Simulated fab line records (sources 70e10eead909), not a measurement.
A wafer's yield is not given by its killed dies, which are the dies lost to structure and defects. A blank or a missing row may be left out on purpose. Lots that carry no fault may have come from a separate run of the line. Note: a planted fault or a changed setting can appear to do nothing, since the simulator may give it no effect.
fab line records + flow nandHarc
record:
- lots: 13
- wafers: 39
- lastDay: 33
route steps=1302 shown A_WL_FILL@956
lots that met no fault: taken from a fault-free run of the same line
startH: the number of hours between the record's first day and the start of the first shown wafer of the lot + waitH: hours since the lot's step before + " as in the row above + L1.1+2: a single row standing in for several wafers + - value missing, or start not given + * or withheld: withheld + < > ~ a bound
route shown NAME@n: NAME is a module with steps in the file, n the number in the route of the first one + usual: average and standard deviation across the fault-free wafers + same: alike in all rows + chamber/n: place in a boat + sites: per-site readings + _std_site: standard deviation of those values + _edge_site: mean of outer sites minus mean of inner sites + radiusMm: how far each site lies from the wafer's centre + mask NAME#n: copy n + behind: the last tool/chamber to shape the wafer + hold: why the lot was held/for how many hours/how that ended + device: the n, p or np transistor that did not switch + end of line: at the end of the route, the tests of the same wafers + step lacking rows: just its recipe + killed: dies that structure and defects cost at the first sort, which is not the same as the wafer's yield + map: a wafer's dies, x killed, . not, _ none there
set.NAME: the setting that was run; set.NAME@STEP: the one run at that earlier step + model.NAME: the simulator's own value behind a step, which no gauge read
a sample of lots followed through the steps of the route, with each step as a table and each wafer as a row
services: the hour from which a tool's chamber was out of use, counted from the record's first day as startH (under 0 if before that day), plus the number of hours and why
== steps ==
step: NHARC_A_WL_FILL_CVD_03
recipe:
- targetThkA: 400
- tempC: 300
- pressureTorr: 40
- wf6FlowSccm: 40
- h2FlowSccm: 1600
- arFlowSccm: 1560
- timeS: 279
- material: W
usual:
- heaterPowerW: 484/41
- throttleValvePct: 8.0/0.34
| lot.wafer | tool    | chamber | startH | waitH | heaterPowerW | throttleValvePct |
|-----------|---------|---------|--------|-------|--------------|------------------|
| L777.2    | cvdW-02 | 1       | 445.30 | 0.1   | 548          | 7.7              |
| L777.6    | "       | 1       | "      | "     | 529          | 7.4              |
| L777.5    | "       | 0       | "      | "     | 438          | 8.6              |
| L778.1    | cvdW-02 | 0       | 474.97 | 0.1   | 449          | 7.9              |
| L778.3    | "       | 0       | "      | "     | 445          | 7.9              |
| L778.5    | "       | 0       | "      | "     | 454          | 8.0              |
| L779.2    | cvdW-01 | 1       | 474.99 | 0.1   | 502          | 8.4              |
| L779.4    | "       | 1       | "      | "     | 513          | 8.2              |
| L779.5    | "       | 1       | "      | "     | 500          | 8.4              |
| L782.2    | cvdW-02 | 0       | 502.75 | 0.1   | 460          | 8.2              |
| L782.4    | "       | 1       | "      | "     | 531          | 7.8              |
| L782.6    | "       | 1       | "      | "     | 538          | 7.5              |
| L792.2    | cvdW-01 | 0       | 601.50 | 0.1   | 438          | 8.5              |
| L792.3    | "       | 0       | "      | "     | 446          | 8.1              |
| L792.5    | "       | 1       | "      | "     | 511          | 7.9              |
| L791.1    | cvdW-01 | 0       | 601.81 | 0.3   | 452          | 8.0              |
| L791.4    | "       | 1       | "      | "     | 488          | 8.2              |
| L791.5    | "       | 1       | "      | "     | 486          | 8.2              |
| L790.3    | cvdW-01 | 0       | 605.32 | 0.2   | 459          | 8.2              |
| L790.6    | "       | 0       | "      | "     | 454          | 8.0              |
| L790.5    | "       | 1       | "      | "     | 504          | 8.1              |
| L793.2    | cvdW-02 | 1       | 614.10 | 0.1   | 524          | 7.5              |
| L793.3    | "       | 0       | "      | "     | 455          | 8.2              |
| L793.6    | "       | 1       | "      | "     | 531          | 7.8              |
| L795.2    | cvdW-02 | 0       | 644.28 | 0.1   | 414          | 8.1              |
| L795.5    | "       | 0       | "      | "     | 415          | 8.2              |
| L795.6    | "       | 1       | "      | "     | 548          | 7.3              |
| L797.2    | cvdW-02 | 1       | 661.09 | 0.1   | 553          | 7.1              |
| L797.4    | "       | 1       | "      | "     | 545          | 7.2              |
| L797.5    | "       | 0       | "      | "     | 410          | 8.1              |
| L798.2    | cvdW-01 | 0       | 661.21 | 0.1   | 451          | 8.3              |
| L798.3    | "       | 1       | "      | "     | 492          | 8.1              |
| L798.6    | "       | 1       | "      | "     | 501          | 8.2              |
| L799.2    | cvdW-02 | 1       | 680.33 | 0.1   | 548          | 7.2              |
| L799.3    | "       | 0       | "      | "     | 420          | 8.1              |
| L799.5    | "       | 1       | "      | "     | 540          | 7.7              |
| L800.3    | cvdW-02 | 1       | 692.45 | 0.2   | 551          | 7.6              |
| L800.6    | "       | 0       | "      | "     | 419          | 8.3              |
| L800.5    | "       | 1       | "      | "     | 555          | 7.4              |
step: NHARC_A_WL_FILL_ALD_10
recipe:
- targetThkA: 500
- pulseTimeS: 10
- aldCycles: 500
- tempC: 300
- material: SiO2
usual:
- heaterPowerW: 469/41
- precursorPulseHeightRel: 1.003/0.021
| lot.wafer | tool     | chamber | startH | waitH | heaterPowerW | precursorPulseHeightRel |
|-----------|----------|---------|--------|-------|--------------|-------------------------|
| L777.2    | aldHk-01 | 3       | 450.04 | 0.1   | 515          | 0.988                   |
| L777.6    | "        | 3       | 452.08 | 2.1   | 509          | 1.031                   |
| L777.5    | "        | 0       | "      | "     | 431          | 0.982                   |
| L778.1    | aldHk-04 | 0       | 483.63 | 0.1   | 390          | 1.012                   |
| L778.3    | "        | 2       | 484.64 | 1.1   | 427          | 0.960                   |
| L778.5    | "        | 1       | 486.15 | 2.6   | 511          | 1.018                   |
| L779.2    | aldHk-01 | 1       | 484.61 | 1.0   | 512          | 1.008                   |
| L779.4    | "        | 0       | 486.16 | 2.6   | 452          | 0.984                   |
| L779.5    | "        | 1       | "      | "     | 510          | 1.007                   |
| L782.4    | aldHk-04 | 1       | 508.73 | 0.1   | 514          | 1.053                   |
| L782.2    | "        | 0       | 510.29 | 1.6   | 395          | 1.049                   |
| L782.6    | "        | 1       | "      | "     | 510          | 0.994                   |
| L792.2    | aldHk-03 | 2       | 607.50 | 0.1   | 536          | 0.997                   |
| L792.3    | "        | 0       | 608.55 | 1.1   | 430          | 0.974                   |
| L792.5    | "        | 2       | 609.59 | 2.1   | 531          | 1.042                   |
| L791.4    | aldHk-01 | 2       | 607.51 | 0.1   | 478          | 1.007                   |
| L791.1    | "        | 3       | "      | "     | 519          | 1.024                   |
| L791.5    | "        | 2       | 609.57 | 2.1   | 488          | 1.019                   |
| L790.3    | aldHk-01 | 3       | 612.86 | 1.1   | 499          | 0.997                   |
| L790.5    | "        | 1       | 613.90 | 2.1   | 498          | 0.996                   |
| L790.6    | "        | 2       | "      | "     | 496          | 0.963                   |
| L793.2    | aldHk-04 | 2       | 621.44 | 0.6   | 427          | 0.972                   |
| L793.3    | "        | 0       | 622.46 | 1.6   | 434          | 0.993                   |
| L793.6    | "        | 2       | 623.48 | 2.6   | 438          | 1.016                   |
| L795.2    | aldHk-04 | 0       | 653.42 | 0.1   | 431          | 1.004                   |
| L795.6    | "        | 0       | 657.55 | 4.2   | 420          | 0.954                   |
| L795.5    | "        | 1       | 658.58 | 5.2   | 503          | 1.007                   |
| L798.2    | aldHk-01 | 2       | 669.15 | 0.1   | 485          | 1.005                   |
| L798.3    | "        | 1       | 670.67 | 1.6   | 534          | 1.023                   |
| L798.6    | "        | 3       | 671.68 | 2.6   | 497          | 1.017                   |
| L797.4    | aldHk-03 | 0       | 670.18 | 1.1   | 435          | 0.987                   |
| L797.2    | "        | 2       | 672.25 | 3.2   | 535          | 1.005                   |
| L797.5    | "        | 0       | 674.32 | 5.2   | 425          | 0.984                   |
| L799.2    | aldHk-03 | 0       | 688.28 | 0.6   | 429          | 0.980                   |
| L799.3    | "        | 2       | 689.32 | 1.6   | 520          | 0.989                   |
| L799.5    | "        | 3       | "      | "     | 491          | 1.041                   |
| L800.3    | aldHk-04 | 1       | 700.84 | 0.6   | 488          | 0.998                   |
| L800.6    | "        | 0       | 702.40 | 2.1   | 431          | 1.009                   |
| L800.5    | "        | 1       | "      | "     | 491          | 0.981                   |
step: NHARC_A_WL_FILL_ETCHBACK_16
recipe:
- targetDepthA: 1200
- timeS: 24
- c4f8FlowSccm: withheld
- o2FlowSccm: 8
- arFlowSccm: withheld
- rfW: 600
- biasW: 800
- chemistry: C4F8/O2/Ar
usual:
- oesProductAu: 0.98/0.034
- rfVppV: 724/4.8
| lot.wafer | tool       | chamber | startH | waitH | oesProductAu | rfHoursCounterH | rfVppV |
|-----------|------------|---------|--------|-------|--------------|-----------------|--------|
| L777.2    | rieDiel-08 | 2       | -      | -     | 0.93         | 4.0             | 730    |
| L777.5    | "          | 3       | "      | "     | 0.92         | -               | 721    |
| L777.6    | "          | 0       | "      | "     | 0.93         | -               | 720    |
| L778.3    | rieDiel-10 | 2       | -      | -     | 0.99         | 2.1             | 724    |
| L778.1    | "          | 1       | "      | "     | 1.00         | 1.4             | 728    |
| L778.5    | "          | 2       | "      | "     | 0.99         | -               | 724    |
| L779.2    | rieDiel-08 | 3       | -      | -     | 1.00         | 5.5             | 723    |
| L779.4    | "          | 0       | "      | "     | 1.00         | 5.7             | 719    |
| L779.5    | "          | 2       | "      | "     | 1.00         | -               | 730    |
| L782.4    | rieDiel-08 | 0       | -      | -     | 1.01         | 7.4             | 720    |
| L782.2    | "          | 1       | "      | "     | 1.03         | 7.5             | 730    |
| L782.6    | "          | 1       | "      | "     | 1.03         | -               | 731    |
| L791.1    | rieDiel-12 | 1       | -      | -     | 0.92         | 3.5             | 720    |
| L791.4    | "          | 0       | "      | "     | 0.92         | 3.4             | 721    |
| L791.5    | "          | 1       | "      | "     | 0.93         | -               | 722    |
| L792.3    | rieDiel-10 | 0       | -      | -     | 0.98         | 0.5             | 729    |
| L792.2    | "          | 3       | "      | "     | 1.01         | 0.5             | 720    |
| L792.5    | "          | 1       | "      | "     | 1.01         | -               | 729    |
| L790.3    | rieDiel-10 | 3       | -      | -     | 1.01         | 0.6             | 719    |
| L790.6    | "          | 3       | "      | "     | 1.02         | -               | 718    |
| L790.5    | "          | 0       | "      | "     | 0.99         | -               | 728    |
| L793.3    | rieDiel-08 | 2       | -      | -     | 1.03         | 4.6             | 730    |
| L793.2    | "          | 3       | "      | "     | 1.01         | 4.6             | 721    |
| L793.6    | "          | 3       | "      | "     | 1.01         | -               | 721    |
| L795.2    | rieDiel-08 | 0       | -      | -     | 1.00         | 7.2             | 718    |
| L795.6    | "          | 0       | "      | "     | 0.99         | -               | 718    |
| L795.5    | "          | 1       | "      | "     | 0.99         | -               | 730    |
| L798.3    | rieDiel-10 | 3       | -      | -     | 1.00         | 2.8             | 718    |
| L798.2    | "          | 2       | "      | "     | 1.00         | 2.1             | 723    |
| L798.6    | "          | 3       | "      | "     | 1.01         | -               | 717    |
| L797.2    | rieDiel-12 | 1       | -      | -     | 1.00         | 1.4             | 721    |
| L797.4    | "          | 2       | "      | "     | 1.01         | 1.4             | 717    |
| L797.5    | "          | 1       | "      | "     | 0.99         | -               | 721    |
| L799.3    | rieDiel-12 | 2       | -      | -     | 0.99         | 1.8             | 715    |
| L799.2    | "          | 0       | "      | "     | 0.98         | 1.2             | 719    |
| L799.5    | "          | 1       | "      | "     | 0.96         | -               | 722    |
| L800.3    | rieDiel-08 | 2       | -      | -     | 0.93         | 6.7             | 732    |
| L800.5    | "          | 2       | "      | "     | 0.94         | -               | 729    |
| L800.6    | "          | 3       | "      | "     | 0.93         | -               | 721    |
step: NHARC_A_WL_FILL_ETCHBACK_26
recipe:
- targetDepthA: 520
- timeS: 13.3
- hbrFlowSccm: 150
- rfW: 350
- icpW: 350
- biasW: 60
- chemistry: HBr
usual:
- drypumpMotorCurrentA: 5.7/0.33
- oesProductAu: 1.005/0.011
- throttleValvePct: 23.266/0.0095
| lot.wafer | tool     | chamber | startH | waitH | drypumpMotorCurrentA | oesProductAu | rfHoursCounterH | throttleValvePct |
|-----------|----------|---------|--------|-------|----------------------|--------------|-----------------|------------------|
| L777.2    | rieSi-04 | 2       | 459.95 | 0.4   | 5.2                  | 1.001        | 0.71            | 23.266           |
| L777.5    | "        | 2       | "      | "     | 5.2                  | 1.005        | -               | 23.269           |
| L777.6    | "        | 3       | "      | "     | 5.5                  | 1.002        | -               | 23.265           |
| L778.1    | rieSi-02 | 3       | 494.08 | 0.4   | 4.9                  | 1.007        | 0.21            | 23.251           |
| L778.3    | "        | 1       | "      | "     | 5.6                  | 0.999        | 0.17            | 23.254           |
| L778.5    | "        | 3       | "      | "     | 4.9                  | 1.003        | -               | 23.263           |
| L779.2    | rieSi-01 | 1       | 494.09 | 0.4   | 5.9                  | 1.002        | 0.82            | 23.270           |
| L779.4    | "        | 2       | "      | "     | 5.5                  | 0.996        | 0.79            | 23.268           |
| L779.5    | "        | 3       | "      | "     | 5.7                  | 1.002        | -               | 23.262           |
| L782.2    | rieSi-01 | 1       | 519.35 | 0.4   | 5.9                  | 0.989        | 0.95            | 23.279           |
| L782.4    | "        | 0       | "      | "     | 5.9                  | 0.997        | 0.87            | 23.267           |
| L782.6    | "        | 2       | "      | "     | 5.5                  | 0.998        | -               | 23.261           |
| L791.4    | rieSi-04 | 0       | 617.51 | 0.4   | 5.9                  | 1.212        | 0.41            | 23.265           |
| L791.1    | "        | 1       | "      | "     | 5.7                  | 1.225        | 0.52            | 23.259           |
| L791.5    | "        | 0       | "      | "     | 6.0                  | 1.213        | -               | 23.271           |
| L792.2    | rieSi-01 | 2       | 617.52 | 0.4   | 5.5                  | 0.996        | 0.37            | 23.274           |
| L792.3    | "        | 3       | "      | "     | 5.7                  | 1.018        | 0.43            | 23.248           |
| L792.5    | "        | 1       | "      | "     | 5.9                  | 0.994        | -               | 23.264           |
| L790.3    | rieSi-04 | 1       | 621.95 | 0.4   | 5.7                  | 1.218        | 0.56            | 23.270           |
| L790.6    | "        | 0       | "      | "     | 5.9                  | 1.203        | -               | 23.278           |
| L790.5    | "        | 1       | "      | "     | 5.7                  | 1.225        | -               | 23.263           |
| L793.2    | rieSi-01 | 2       | 630.85 | 0.4   | 5.5                  | 0.987        | 0.49            | 23.275           |
| L793.3    | "        | 3       | "      | "     | 5.7                  | 0.998        | 0.49            | 23.263           |
| L793.6    | "        | 3       | "      | "     | 5.7                  | 1.009        | -               | 23.267           |
| L795.2    | rieSi-01 | 3       | 666.53 | 0.4   | 5.7                  | 1.003        | 0.69            | 23.264           |
| L795.5    | "        | 2       | "      | "     | 5.5                  | 0.994        | -               | 23.270           |
| L795.6    | "        | 3       | "      | "     | 5.7                  | 0.992        | -               | 23.262           |
| L798.3    | rieSi-01 | 1       | 679.19 | 0.4   | 5.9                  | 1.010        | 0.79            | 23.274           |
| L798.2    | "        | 3       | "      | "     | 5.7                  | 1.000        | 0.81            | 23.260           |
| L798.6    | "        | 1       | "      | "     | 5.9                  | 1.004        | -               | 23.268           |
| L797.2    | rieSi-02 | 3       | 682.31 | 0.4   | 4.9                  | 0.998        | 0.30            | 23.263           |
| L797.4    | "        | 2       | "      | "     | 5.8                  | 1.009        | -               | 23.266           |
| L797.5    | "        | 3       | "      | "     | 4.9                  | 0.998        | -               | 23.251           |
| L799.2    | rieSi-01 | 3       | 699.06 | 0.4   | 5.7                  | 1.004        | 0.97            | 23.257           |
| L799.3    | "        | 0       | "      | "     | 6.0                  | 1.018        | 0.98            | 23.264           |
| L799.5    | "        | 2       | "      | "     | 5.5                  | 0.992        | -               | 23.275           |
| L800.3    | rieSi-01 | 1       | 710.44 | 0.4   | 5.9                  | 0.999        | 1.01            | 23.266           |
| L800.6    | "        | 1       | "      | "     | 5.9                  | 0.992        | -               | 23.258           |
| L800.5    | "        | 2       | "      | "     | 5.5                  | 0.985        | -               | 23.274           |
== services ==
| tool       | chamber | startH | hours | kind   |
|------------|---------|--------|-------|--------|
| cvdW-01    | -       | 426.50 | 1.1   | repair |
| aldHk-04   | -       | 432.19 | 10.0  | pm     |
| cvdW-02    | -       | 450.00 | 13.0  | pm     |
| rieSi-01   | 1       | 453.05 | 4.4   | repair |
| rieDiel-08 | 1       | 457.69 | 7.4   | repair |
| cvdW-01    | 1       | 461.64 | 10.8  | repair |
| rieDiel-10 | 1       | 463.36 | 7.0   | repair |
| aldHk-04   | -       | 472.87 | 2.7   | repair |
| aldHk-01   | -       | 474.18 | 10.0  | pm     |
| rieDiel-10 | 0       | 481.66 | 16.7  | repair |
| rieDiel-08 | -       | 527.47 | 18.9  | repair |
| rieSi-01   | 0       | 531.21 | 12.0  | repair |
| cvdW-01    | 1       | 536.49 | 7.6   | repair |
| rieDiel-08 | -       | 546.40 | 9.0   | pm     |
| rieSi-01   | -       | 547.00 | 9.0   | pm     |
| cvdW-01    | -       | 547.18 | 13.0  | pm     |
| rieDiel-08 | -       | 609.14 | 0.7   | repair |
| cvdW-01    | -       | 623.89 | 1.2   | repair |
| cvdW-02    | -       | 625.20 | 0.7   | repair |
| rieDiel-08 | 2       | 630.06 | 32.7  | repair |
| cvdW-02    | -       | 631.00 | 13.0  | pm     |
| aldHk-01   | -       | 652.18 | 10.0  | pm     |
| aldHk-01   | -       | 668.27 | 0.8   | repair |
| rieDiel-08 | 1       | 670.00 | 5.7   | repair |
== key ==
firstSign:
- step: NHARC_A_WL_FILL_ETCHBACK_26
- reading: oesProductAu
- direction: up
- sigmas: 20
- usual: 1.005
- struck: 1.216
effect none on later readings
metAt NHARC_A_WL_FILL_ETCHBACK_26
struckLots L790,L791
testerLeftOut L790,L791
notActingAt NHARC_A_WL_FILL_CVD_03,NHARC_A_WL_FILL_ALD_10,NHARC_A_WL_FILL_ETCHBACK_16
onsetBetween 459.95 617.51
fault:
- kind: processParameterDrift
- tool: rieSi-04
- chamber: -
- onsetH: 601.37
- steps: NHARC_A_WL_FILL_ETCHBACK_26
- channel: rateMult
- offset: 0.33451
- shape: step
- endH: 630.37
testerLeftOut: of these lots the tester's yield and bins aren't shown, on N5 and GAA mostly nor the transistor test; their killed dies are dies lost to structure and defects alone, not to doping, threshold or leakage, so they don't give the yield
